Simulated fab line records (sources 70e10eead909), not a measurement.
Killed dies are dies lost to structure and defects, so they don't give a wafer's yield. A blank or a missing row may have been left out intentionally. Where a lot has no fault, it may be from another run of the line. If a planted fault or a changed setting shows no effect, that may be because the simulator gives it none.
Matching of chambers | flow nand-harc | 4 sister chambers for NHARC_A_CONTACT_DESCUM_13 on rie-diel-09
The step chemistry O2, time 3 s. 4 wafers are shown with their chamber, then 8 later ones without.

EACH WAFER AND ITS CHAMBER
wafer  | chamber | showerhead-plenum-p-Torr (Torr)
L081.4 | 0       | 2.03
L083.2 | 2       | 2.07
L083.4 | 1       | 1.88
L086.1 | 3       | 1.86

WAFERS WITHOUT THEIR CHAMBER
wafer  | showerhead-plenum-p-Torr (Torr)
L086.2 | 2.03
L086.6 | 2.03
L095.1 | 1.86
L095.2 | 2.02
L095.5 | 2.06
L096.3 | 2.05
L096.5 | 1.86
L096.6 | 2.05

WHICH CHAMBER EACH ONE RAN IN
wafer  | from the rows above     | in truth
L086.2 | 0                       | 0
L086.6 | 0                       | 0
L095.1 | can't be placed: 3 or 1 | 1
L095.2 | 0                       | 0
L095.5 | can't be placed: 2 or 0 | 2
L096.3 | can't be placed: 0 or 2 | 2
L096.5 | can't be placed: 3 or 1 | 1
L096.6 | can't be placed: 0 or 2 | 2
Correctly placed: 3 of 8. Cannot be placed on the basis of these rows: 5; the candidates contain the true chamber in 5. Number placed wrongly: 0.
How it was worked out, from the rows above alone: a wafer's distance from a chamber is the root of the sum, over the readings, of the square of ((its reading less the chamber's mean) divided by the reading's scatter). If the next closest chamber is less than 2 further off than the closest, the wafer can't be placed; otherwise it belongs to the closest. For every chamber, the mean is computed from those of its wafers that are shown. The scatter: with one shown wafer a chamber, the root of the mean of the squares of how far each hidden wafer lies from its nearest shown one.
